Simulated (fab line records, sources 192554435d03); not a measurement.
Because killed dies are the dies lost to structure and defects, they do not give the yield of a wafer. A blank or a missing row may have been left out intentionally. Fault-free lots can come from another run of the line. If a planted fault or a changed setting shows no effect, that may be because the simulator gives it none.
fab line records :: flow n5_finfet :: part 2 of 2: steps 27 to 35 of 35
record:
  lots: 5
  wafers: 15
  last_day: 18
route steps=1938 shown BEOL_M2@914 BEOL_M3@931
lots that met no fault: from a run of the same line without faults
start_h: start of the lot's first displayed wafer, in hours after the record's first day :: wait_h: time in hours since the lot's previous step :: " the same as in the row above :: L1.1+2: a single row standing in for several wafers :: - value missing, or start not given :: * or withheld: withheld :: < > ~ a bound
route shown NAME@n: a module of which the file shows steps, and the number in the route of the first :: usual: mean/standard deviation taken from wafers without a fault :: same: alike in all rows :: chamber/n: place in a boat :: sites: the reading at each site :: _std_site: the standard deviation of these :: _edge_site: mean of outer sites minus mean of inner sites :: radius_mm: for every site, how far away it sits from the centre of the wafer :: mask NAME#n: copy n :: behind: the tool/chamber that last shaped the wafer :: hold: why the lot went on hold/how many hours it stayed there/how the hold came to an end :: device: the transistor (n, p or np) that didn't switch :: end of line: at the end of the route, the tests of the same wafers :: a step given without rows: its recipe and nothing more :: killed: dies that structure and defects cost at the first sort, which is not the same as the wafer's yield :: map: shows each die of a wafer: x if killed, . if not, _ if none is there
set.NAME: the run value of the setting; set.NAME@STEP: its run value at that earlier step :: model.NAME: the simulator's own value behind a step, which no gauge read
a table for each step, a row for each wafer; lots at some steps of the route
services: the hour from which a tool's chamber was out of use, counted from the record's first day as start_h (under 0 if before that day), plus the number of hours and why
== steps ==
step: N5_BEOL_M3_SOFTBAKE_06
recipe:
  temp_c: 110
  time_s: 60
  resist: CAR-EUV
lot.wafer: L076.2+3+5
tool: litho_track-03
chamber: 0
start_h: -
wait_h: -

lot.wafer: L084.2+3+5
tool: litho_track-02
chamber: 0
start_h: -
wait_h: -

lot.wafer: L086.1+5+6
tool: litho_track-02
chamber: 0
start_h: -
wait_h: -

lot.wafer: L090.2+4+5
tool: litho_track-03
chamber: 0
start_h: -
wait_h: -

lot.wafer: L097.1+4+6
tool: litho_track-03
chamber: 0
start_h: -
wait_h: -
step: N5_BEOL_M3_EXPOSE_08
recipe:
  mask_id: M3
  na: 0.33
  source_shape: dipole
  sigma_inner: 0.369
  sigma_outer: 0.767
  polarization: unpolarized
  dose_mj: 33
lot.wafer: L076.2+3+5
tool: euv_scanner-02
chamber: 0
start_h: 169.32
wait_h: -
mask: M3#0

lot.wafer: L084.2+3+5
tool: euv_scanner-02
chamber: 0
start_h: 222.09
wait_h: -
mask: M3#0

lot.wafer: L086.1+5+6
tool: euv_scanner-01
chamber: 0
start_h: 240.65
wait_h: -
mask: M3#0

lot.wafer: L090.2+4+5
tool: euv_scanner-02
chamber: 0
start_h: 240.87
wait_h: -
mask: M3#0

lot.wafer: L097.1+4+6
tool: euv_scanner-02
chamber: 0
start_h: 294.38
wait_h: -
mask: M3#0
step: N5_BEOL_M3_PEB_09
recipe:
  peb_temp_c: 100
  peb_time_s: 60
  resist: CAR-EUV
lot.wafer: L076.2+3+5
tool: litho_track-01
chamber: 0
start_h: 169.37
wait_h: 0.0

lot.wafer: L084.2+3+5
tool: litho_track-01
chamber: 0
start_h: 222.14
wait_h: 0.0

lot.wafer: L086.1+5+6
tool: litho_track-02
chamber: 0
start_h: 240.71
wait_h: 0.1

lot.wafer: L090.2+4+5
tool: litho_track-02
chamber: 0
start_h: 240.92
wait_h: 0.0

lot.wafer: L097.1+4+6
tool: litho_track-02
chamber: 0
start_h: 294.44
wait_h: 0.1
step: N5_BEOL_M3_DEVELOP_10
recipe:
  develop_time_s: 30
  developer: TMAH
  resist: CAR-EUV
  rinse_liquid: surfactant_rinse
  dry: air_spin
  dev_temp_c: 23
lot.wafer: L076.2+3+5
tool: litho_track-01
chamber: 0
start_h: -
wait_h: -

lot.wafer: L084.2+3+5
tool: litho_track-01
chamber: 0
start_h: -
wait_h: -

lot.wafer: L086.1+5+6
tool: litho_track-02
chamber: 0
start_h: -
wait_h: -

lot.wafer: L090.2+4+5
tool: litho_track-02
chamber: 0
start_h: -
wait_h: -

lot.wafer: L097.1+4+6
tool: litho_track-02
chamber: 0
start_h: -
wait_h: -
step: N5_BEOL_M3_CD_MEAS_11
recipe:
  target_cd_nm: 17.05
  landing_energy_ev: 500
  detector: se_inlens
  polarity: opening
usual:
  cd_nm: 17.06/0.24
lot.wafer: L076.2
tool: cd_sem-02
chamber: 0
start_h: 169.44
wait_h: -
cd_nm: 17.11

lot.wafer: L076.3
tool: cd_sem-02
chamber: 0
start_h: 169.44
wait_h: -
cd_nm: 16.85

lot.wafer: L076.5
tool: cd_sem-02
chamber: 0
start_h: 169.44
wait_h: -
cd_nm: 17.10

lot.wafer: L084.2
tool: cd_sem-03
chamber: 0
start_h: 222.21
wait_h: -
cd_nm: 16.88

lot.wafer: L084.3
tool: cd_sem-03
chamber: 0
start_h: 222.21
wait_h: -
cd_nm: 17.17

lot.wafer: L084.5
tool: cd_sem-03
chamber: 0
start_h: 222.21
wait_h: -
cd_nm: 16.92

lot.wafer: L086.1
tool: cd_sem-03
chamber: 0
start_h: 240.78
wait_h: -
cd_nm: 17.07

lot.wafer: L086.5
tool: cd_sem-03
chamber: 0
start_h: 240.78
wait_h: -
cd_nm: 17.06

lot.wafer: L086.6
tool: cd_sem-03
chamber: 0
start_h: 240.78
wait_h: -
cd_nm: 17.07

lot.wafer: L090.2
tool: cd_sem-02
chamber: 0
start_h: 240.99
wait_h: -
cd_nm: 17.67

lot.wafer: L090.4
tool: cd_sem-02
chamber: 0
start_h: 240.99
wait_h: -
cd_nm: 17.14

lot.wafer: L090.5
tool: cd_sem-02
chamber: 0
start_h: 240.99
wait_h: -
cd_nm: 16.95

lot.wafer: L097.1
tool: cd_sem-03
chamber: 0
start_h: 294.50
wait_h: -
cd_nm: 17.04

lot.wafer: L097.4
tool: cd_sem-03
chamber: 0
start_h: 294.50
wait_h: -
cd_nm: 17.01

lot.wafer: L097.6
tool: cd_sem-03
chamber: 0
start_h: 294.50
wait_h: -
cd_nm: 17.01
step: N5_BEOL_M3_OVL_MEAS_12
recipe:
  points_per_wafer: 522
usual:
  M3_OVL: -0.4/0.64
lot.wafer: L076.2
tool: overlay-02
chamber: 0
start_h: 169.48
wait_h: 0.0
M3_OVL[nm]: -0.2

lot.wafer: L076.3
tool: overlay-02
chamber: 0
start_h: 169.48
wait_h: 0.0
M3_OVL[nm]: 0.0

lot.wafer: L076.5
tool: overlay-02
chamber: 0
start_h: 169.48
wait_h: 0.0
M3_OVL[nm]: -0.4

lot.wafer: L084.2
tool: overlay-01
chamber: 0
start_h: 222.25
wait_h: 0.0
M3_OVL[nm]: -0.4

lot.wafer: L084.3
tool: overlay-01
chamber: 0
start_h: 222.25
wait_h: 0.0
M3_OVL[nm]: 0.6

lot.wafer: L084.5
tool: overlay-01
chamber: 0
start_h: 222.25
wait_h: 0.0
M3_OVL[nm]: -0.4

lot.wafer: L086.1
tool: overlay-01
chamber: 0
start_h: 240.81
wait_h: 0.0
M3_OVL[nm]: 0.4

lot.wafer: L086.5
tool: overlay-01
chamber: 0
start_h: 240.81
wait_h: 0.0
M3_OVL[nm]: -0.1

lot.wafer: L086.6
tool: overlay-01
chamber: 0
start_h: 240.81
wait_h: 0.0
M3_OVL[nm]: 0.2

lot.wafer: L090.2
tool: overlay-01
chamber: 0
start_h: 241.02
wait_h: 0.0
M3_OVL[nm]: 0.3

lot.wafer: L090.4
tool: overlay-01
chamber: 0
start_h: 241.02
wait_h: 0.0
M3_OVL[nm]: 0.7

lot.wafer: L090.5
tool: overlay-01
chamber: 0
start_h: 241.02
wait_h: 0.0
M3_OVL[nm]: 0.3

lot.wafer: L097.1
tool: overlay-02
chamber: 0
start_h: 294.53
wait_h: 0.0
M3_OVL[nm]: -0.2

lot.wafer: L097.4
tool: overlay-02
chamber: 0
start_h: 294.53
wait_h: 0.0
M3_OVL[nm]: -0.4

lot.wafer: L097.6
tool: overlay-02
chamber: 0
start_h: 294.53
wait_h: 0.0
M3_OVL[nm]: 0.0
step: N5_BEOL_M3_INSPECT_13
recipe:
  mode: adi
  inspect_instrument: brightfield
usual:
  raw_defect_count: 438/100
lot.wafer: L076.2
tool: defect_inspect-02
chamber: -
start_h: 169.53
wait_h: 0.0
raw_defect_count: 411

lot.wafer: L076.3
tool: defect_inspect-02
chamber: -
start_h: 169.53
wait_h: 0.0
raw_defect_count: 310

lot.wafer: L076.5
tool: defect_inspect-02
chamber: -
start_h: 169.53
wait_h: 0.0
raw_defect_count: 286

lot.wafer: L084.2
tool: defect_inspect-02
chamber: -
start_h: 222.30
wait_h: 0.0
raw_defect_count: 444

lot.wafer: L084.3
tool: defect_inspect-02
chamber: -
start_h: 222.30
wait_h: 0.0
raw_defect_count: 343

lot.wafer: L084.5
tool: defect_inspect-02
chamber: -
start_h: 222.30
wait_h: 0.0
raw_defect_count: 382

lot.wafer: L086.1
tool: defect_inspect-02
chamber: -
start_h: 240.87
wait_h: 0.1
raw_defect_count: 522

lot.wafer: L086.5
tool: defect_inspect-02
chamber: -
start_h: 240.87
wait_h: 0.1
raw_defect_count: 380

lot.wafer: L086.6
tool: defect_inspect-02
chamber: -
start_h: 240.87
wait_h: 0.1
raw_defect_count: 369

lot.wafer: L090.2
tool: defect_inspect-02
chamber: -
start_h: 241.07
wait_h: 0.0
raw_defect_count: 408

lot.wafer: L090.4
tool: defect_inspect-02
chamber: -
start_h: 241.07
wait_h: 0.0
raw_defect_count: 464

lot.wafer: L090.5
tool: defect_inspect-02
chamber: -
start_h: 241.07
wait_h: 0.0
raw_defect_count: 352

lot.wafer: L097.1
tool: defect_inspect-02
chamber: -
start_h: 294.59
wait_h: 0.1
raw_defect_count: 276

lot.wafer: L097.4
tool: defect_inspect-02
chamber: -
start_h: 294.59
wait_h: 0.1
raw_defect_count: 370

lot.wafer: L097.6
tool: defect_inspect-02
chamber: -
start_h: 294.59
wait_h: 0.1
raw_defect_count: 394
step: N5_BEOL_M3_DESCUM_16
recipe:
  chemistry: O2
  time_s: 7
  source_power_w: 50
  bias_power_w: 20
  pressure_mtorr: 20
  rf_frequency_hz: 2.712e+07
  temp_c: 40
  resist: CAR-EUV
  o2_flow_sccm: 225
usual:
  drypump_motor_current_A: 5.6/0.39
  oes_product_au: 0.78/0.089
  rf_vpp_V: 242.9/1.1
  showerhead_plenum_p_Torr: 2.08/0.059
  throttle_valve_pct: 20.52/0.25
lot.wafer: L076.2
tool: rie_diel-06
chamber: 0
start_h: 169.56
wait_h: 0.0
drypump_motor_current_A: 5.2
oes_product_au: 0.84
rf_hours_counter_h: 66
rf_vpp_V: 242.3
showerhead_plenum_p_Torr: 2.02
throttle_valve_pct: 20.17

lot.wafer: L076.3
tool: rie_diel-06
chamber: 3
start_h: 169.56
wait_h: 0.0
drypump_motor_current_A: 6.2
oes_product_au: 0.90
rf_hours_counter_h: 30
rf_vpp_V: 242.7
showerhead_plenum_p_Torr: 2.12
throttle_valve_pct: 20.25

lot.wafer: L076.5
tool: rie_diel-06
chamber: 2
start_h: 169.56
wait_h: 0.0
drypump_motor_current_A: 6.0
oes_product_au: 0.70
rf_hours_counter_h: -
rf_vpp_V: 241.9
showerhead_plenum_p_Torr: 2.06
throttle_valve_pct: 20.47

lot.wafer: L084.2
tool: rie_diel-04
chamber: 3
start_h: 222.33
wait_h: 0.0
drypump_motor_current_A: 5.2
oes_product_au: 0.86
rf_hours_counter_h: 50
rf_vpp_V: 242.6
showerhead_plenum_p_Torr: 2.06
throttle_valve_pct: 20.54

lot.wafer: L084.3
tool: rie_diel-04
chamber: 2
start_h: 222.33
wait_h: 0.0
drypump_motor_current_A: 5.7
oes_product_au: 0.69
rf_hours_counter_h: 238
rf_vpp_V: 240.1
showerhead_plenum_p_Torr: 1.99
throttle_valve_pct: 20.99

lot.wafer: L084.5
tool: rie_diel-04
chamber: 3
start_h: 222.33
wait_h: 0.0
drypump_motor_current_A: 5.2
oes_product_au: 0.85
rf_hours_counter_h: -
rf_vpp_V: 242.9
showerhead_plenum_p_Torr: 2.06
throttle_valve_pct: 20.54

lot.wafer: L086.1
tool: rie_diel-04
chamber: 0
start_h: 241.22
wait_h: 0.4
drypump_motor_current_A: 5.9
oes_product_au: 0.70
rf_hours_counter_h: 200
rf_vpp_V: 243.4
showerhead_plenum_p_Torr: 2.09
throttle_valve_pct: 20.78

lot.wafer: L086.5
tool: rie_diel-04
chamber: 2
start_h: 241.22
wait_h: 0.4
drypump_motor_current_A: 5.7
oes_product_au: 0.68
rf_hours_counter_h: -
rf_vpp_V: 240.9
showerhead_plenum_p_Torr: 1.99
throttle_valve_pct: 20.99

lot.wafer: L086.6
tool: rie_diel-04
chamber: 3
start_h: 241.22
wait_h: 0.4
drypump_motor_current_A: 5.2
oes_product_au: 0.84
rf_hours_counter_h: -
rf_vpp_V: 243.9
showerhead_plenum_p_Torr: 2.06
throttle_valve_pct: 20.56

lot.wafer: L090.2
tool: rie_diel-04
chamber: 0
start_h: 241.45
wait_h: 0.4
drypump_motor_current_A: 5.9
oes_product_au: 0.71
rf_hours_counter_h: 200
rf_vpp_V: 244.6
showerhead_plenum_p_Torr: 2.09
throttle_valve_pct: 20.79

lot.wafer: L090.4
tool: rie_diel-04
chamber: 3
start_h: 241.45
wait_h: 0.4
drypump_motor_current_A: 5.1
oes_product_au: 0.84
rf_hours_counter_h: 56
rf_vpp_V: 243.5
showerhead_plenum_p_Torr: 2.06
throttle_valve_pct: 20.57

lot.wafer: L090.5
tool: rie_diel-04
chamber: 2
start_h: 241.45
wait_h: 0.4
drypump_motor_current_A: 5.7
oes_product_au: 0.69
rf_hours_counter_h: -
rf_vpp_V: 241.3
showerhead_plenum_p_Torr: 1.99
throttle_valve_pct: 20.98

lot.wafer: L097.1
tool: rie_diel-04
chamber: 3
start_h: 294.63
wait_h: 0.0
drypump_motor_current_A: 5.2
oes_product_au: 0.81
rf_hours_counter_h: 77
rf_vpp_V: 242.3
showerhead_plenum_p_Torr: 2.05
throttle_valve_pct: 20.58

lot.wafer: L097.4
tool: rie_diel-04
chamber: 0
start_h: 294.63
wait_h: 0.0
drypump_motor_current_A: 5.9
oes_product_au: 0.69
rf_hours_counter_h: 223
rf_vpp_V: 243.3
showerhead_plenum_p_Torr: 2.08
throttle_valve_pct: 20.82

lot.wafer: L097.6
tool: rie_diel-04
chamber: 2
start_h: 294.63
wait_h: 0.0
drypump_motor_current_A: 5.7
oes_product_au: 0.96
rf_hours_counter_h: -
rf_vpp_V: 243.5
showerhead_plenum_p_Torr: 2.25
throttle_valve_pct: 20.71
step: N5_BEOL_M3_ETCH_74
recipe:
  chemistry: N2/H2
  target: underlayer
  target_depth_a: 65
  mask_material: CAR-EUV
  time_s: 5.2
  ion_energy_ev: 200
  pressure_mtorr: 30
  source_w: 840
  bias_w: 150
  n2_flow_sccm: 200
  h2_flow_sccm: 200
  ends: cleared
usual:
  drypump_motor_current_A: 5.6/0.39
  etch_rf_on_time_s: 5.23/0.18
  h2_flow_sccm: 200.0/0.63
  oes_product_au: 0.66/0.076
  rf_vpp_V: 523.2/2.4
  showerhead_plenum_p_Torr: 2.52/0.073
  throttle_valve_pct: 17.97/0.29
lot.wafer: L076.2
tool: rie_diel-06
chamber: 0
start_h: 169.60
wait_h: 0.0
drypump_motor_current_A: 5.2
etch_rf_on_time_s: 5.51
h2_flow_sccm: 199.5
oes_product_au: 0.69
rf_hours_counter_h: 66
rf_vpp_V: 522.3
showerhead_plenum_p_Torr: 2.45
throttle_valve_pct: 17.54

lot.wafer: L076.3
tool: rie_diel-06
chamber: 3
start_h: 169.60
wait_h: 0.0
drypump_motor_current_A: 6.2
etch_rf_on_time_s: 5.16
h2_flow_sccm: 200.0
oes_product_au: 0.75
rf_hours_counter_h: 30
rf_vpp_V: 524.4
showerhead_plenum_p_Torr: 2.60
throttle_valve_pct: 17.80

lot.wafer: L076.5
tool: rie_diel-06
chamber: 2
start_h: 169.60
wait_h: 0.0
drypump_motor_current_A: 6.0
etch_rf_on_time_s: 5.31
h2_flow_sccm: 199.4
oes_product_au: 0.59
rf_hours_counter_h: -
rf_vpp_V: 524.2
showerhead_plenum_p_Torr: 2.51
throttle_valve_pct: 17.92

lot.wafer: L084.2
tool: rie_diel-04
chamber: 3
start_h: 222.37
wait_h: 0.0
drypump_motor_current_A: 5.2
etch_rf_on_time_s: 5.39
h2_flow_sccm: 199.2
oes_product_au: 0.72
rf_hours_counter_h: 50
rf_vpp_V: 525.0
showerhead_plenum_p_Torr: 2.48
throttle_valve_pct: 17.83

lot.wafer: L084.3
tool: rie_diel-04
chamber: 2
start_h: 222.37
wait_h: 0.0
drypump_motor_current_A: 5.7
etch_rf_on_time_s: 5.04
h2_flow_sccm: 200.1
oes_product_au: 0.59
rf_hours_counter_h: 238
rf_vpp_V: 518.1
showerhead_plenum_p_Torr: 2.42
throttle_valve_pct: 18.53

lot.wafer: L084.5
tool: rie_diel-04
chamber: 3
start_h: 222.37
wait_h: 0.0
drypump_motor_current_A: 5.2
etch_rf_on_time_s: 5.45
h2_flow_sccm: 199.9
oes_product_au: 0.72
rf_hours_counter_h: -
rf_vpp_V: 523.3
showerhead_plenum_p_Torr: 2.48
throttle_valve_pct: 17.85

lot.wafer: L086.1
tool: rie_diel-04
chamber: 0
start_h: 241.25
wait_h: 0.0
drypump_motor_current_A: 5.9
etch_rf_on_time_s: 5.26
h2_flow_sccm: 199.1
oes_product_au: 0.61
rf_hours_counter_h: 200
rf_vpp_V: 524.8
showerhead_plenum_p_Torr: 2.54
throttle_valve_pct: 18.28

lot.wafer: L086.5
tool: rie_diel-04
chamber: 2
start_h: 241.25
wait_h: 0.0
drypump_motor_current_A: 5.7
etch_rf_on_time_s: 4.97
h2_flow_sccm: 199.7
oes_product_au: 0.59
rf_hours_counter_h: -
rf_vpp_V: 518.6
showerhead_plenum_p_Torr: 2.42
throttle_valve_pct: 18.53

lot.wafer: L086.6
tool: rie_diel-04
chamber: 3
start_h: 241.25
wait_h: 0.0
drypump_motor_current_A: 5.2
etch_rf_on_time_s: 5.34
h2_flow_sccm: 200.0
oes_product_au: 0.72
rf_hours_counter_h: -
rf_vpp_V: 520.4
showerhead_plenum_p_Torr: 2.48
throttle_valve_pct: 17.84

lot.wafer: L090.2
tool: rie_diel-04
chamber: 0
start_h: 241.48
wait_h: 0.0
drypump_motor_current_A: 5.9
etch_rf_on_time_s: 5.20
h2_flow_sccm: 199.7
oes_product_au: 0.62
rf_hours_counter_h: 200
rf_vpp_V: 523.9
showerhead_plenum_p_Torr: 2.54
throttle_valve_pct: 18.29

lot.wafer: L090.4
tool: rie_diel-04
chamber: 3
start_h: 241.48
wait_h: 0.0
drypump_motor_current_A: 5.2
etch_rf_on_time_s: 5.37
h2_flow_sccm: 200.5
oes_product_au: 0.71
rf_hours_counter_h: 56
rf_vpp_V: 523.0
showerhead_plenum_p_Torr: 2.48
throttle_valve_pct: 17.85

lot.wafer: L090.5
tool: rie_diel-04
chamber: 2
start_h: 241.48
wait_h: 0.0
drypump_motor_current_A: 5.7
etch_rf_on_time_s: 5.00
h2_flow_sccm: 199.8
oes_product_au: 0.58
rf_hours_counter_h: -
rf_vpp_V: 520.6
showerhead_plenum_p_Torr: 2.42
throttle_valve_pct: 18.51

lot.wafer: L097.1
tool: rie_diel-04
chamber: 3
start_h: 294.66
wait_h: 0.0
drypump_motor_current_A: 5.2
etch_rf_on_time_s: 5.33
h2_flow_sccm: 199.5
oes_product_au: 0.69
rf_hours_counter_h: 77
rf_vpp_V: 520.6
showerhead_plenum_p_Torr: 2.47
throttle_valve_pct: 17.88

lot.wafer: L097.4
tool: rie_diel-04
chamber: 0
start_h: 294.66
wait_h: 0.0
drypump_motor_current_A: 5.9
etch_rf_on_time_s: 5.07
h2_flow_sccm: 199.5
oes_product_au: 0.60
rf_hours_counter_h: 223
rf_vpp_V: 522.9
showerhead_plenum_p_Torr: 2.53
throttle_valve_pct: 18.35

lot.wafer: L097.6
tool: rie_diel-04
chamber: 2
start_h: 294.66
wait_h: 0.0
drypump_motor_current_A: 5.7
etch_rf_on_time_s: 4.93
h2_flow_sccm: 200.3
oes_product_au: 0.84
rf_hours_counter_h: -
rf_vpp_V: 527.4
showerhead_plenum_p_Torr: 2.73
throttle_valve_pct: 18.20
== services ==
tool: euv_scanner-02
chamber: -
start_h: 145.88
hours: 1.0
kind: pm

tool: pecvd-01
chamber: -
start_h: 148.62
hours: 1.1
kind: repair

tool: pecvd-01
chamber: -
start_h: 149.76
hours: 2.8
kind: pm

tool: pecvd-04
chamber: 1
start_h: 156.71
hours: 4.8
kind: repair

tool: pecvd-02
chamber: -
start_h: 177.81
hours: 12.4
kind: repair

tool: pecvd-03
chamber: 2
start_h: 180.79
hours: 5.7
kind: repair

tool: rie_diel-04
chamber: -
start_h: 188.17
hours: 14.6
kind: pm

tool: pecvd-01
chamber: -
start_h: 189.62
hours: 5.5
kind: pm

tool: cvd_co-02
chamber: 0
start_h: 199.15
hours: 4.1
kind: repair

tool: euv_scanner-02
chamber: -
start_h: 202.03
hours: 1.0
kind: pm

tool: cvd_co-01
chamber: 1
start_h: 207.95
hours: 6.3
kind: repair

tool: cmp-01
chamber: -
start_h: 213.14
hours: 15.0
kind: pm

tool: pecvd-02
chamber: -
start_h: 218.26
hours: 16.8
kind: repair

tool: cvd_co-01
chamber: -
start_h: 222.18
hours: 14.6
kind: pm

tool: pecvd-02
chamber: -
start_h: 237.05
hours: 4.3
kind: pm

tool: pecvd-03
chamber: -
start_h: 242.55
hours: 1.7
kind: repair

tool: pecvd-03
chamber: -
start_h: 247.71
hours: 5.3
kind: repair

tool: euv_scanner-02
chamber: -
start_h: 256.22
hours: 0.2
kind: repair

tool: euv_scanner-02
chamber: -
start_h: 258.18
hours: 1.0
kind: pm

tool: euv_scanner-02
chamber: -
start_h: 259.63
hours: 5.8
kind: pm

tool: pecvd-01
chamber: -
start_h: 259.73
hours: 2.9
kind: repair

tool: euv_scanner-02
chamber: -
start_h: 273.18
hours: 12.0
kind: pm

tool: rie_diel-04
chamber: 3
start_h: 278.44
hours: 4.5
kind: repair

tool: ecd_cu-01
chamber: -
start_h: 283.45
hours: 1.3
kind: repair
